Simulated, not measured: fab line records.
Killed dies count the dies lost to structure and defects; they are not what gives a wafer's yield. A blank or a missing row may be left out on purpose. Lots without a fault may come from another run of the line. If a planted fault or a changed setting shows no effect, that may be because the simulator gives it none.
Chamber matching ; flow n5 finfet ; uv cure-02 running N5_BEOL_M9_CURE_71: 3 sister chambers
The step cures SiCOH lowk, time 240 s. 3 wafers are shown with their chamber, then 7 later ones without.

## WAFERS PAIRED WITH THEIR CHAMBERS
wafer;chamber;wafer_temp_C_max
L077.6;2;388.0
L081.5;0;386.3
L082.2;1;386.1

## WAFERS WHOSE CHAMBER IS MISSING
wafer;wafer_temp_C_max
L082.5;386.0
L082.3;386.3
L082.4;385.9
L082.6;386.2
L091.3;386.7
L091.5;387.0
L091.6;387.1

## THE CHAMBER EACH PASSED THROUGH
wafer;from the rows above;in truth
L082.5;can't be placed: 1 or 0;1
L082.3;can't be placed: 0 or 1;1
L082.4;can't be placed: 1 or 0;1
L082.6;can't be placed: 1 or 0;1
L091.3;can't be placed: 0 or 1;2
L091.5;can't be placed: 0 or 1 or 2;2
L091.6;can't be placed: 0 or 2 or 1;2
Correctly placed: 0 of 7. These rows do not allow placing 7 (true chamber among the candidates in 6). Wrongly placed: 0.
How it was worked out, from the rows above alone: a wafer's distance from a chamber is the root of the sum, over the readings, of the square of ((its reading less the chamber's mean) divided by the reading's scatter). If the next closest chamber is less than 2 further off than the closest, the wafer can't be placed; otherwise it belongs to the closest. For every chamber, the mean is computed from those of its wafers that are shown. The scatter: root of mean squared gap, hidden wafer to nearest shown wafer, with one shown wafer a chamber.
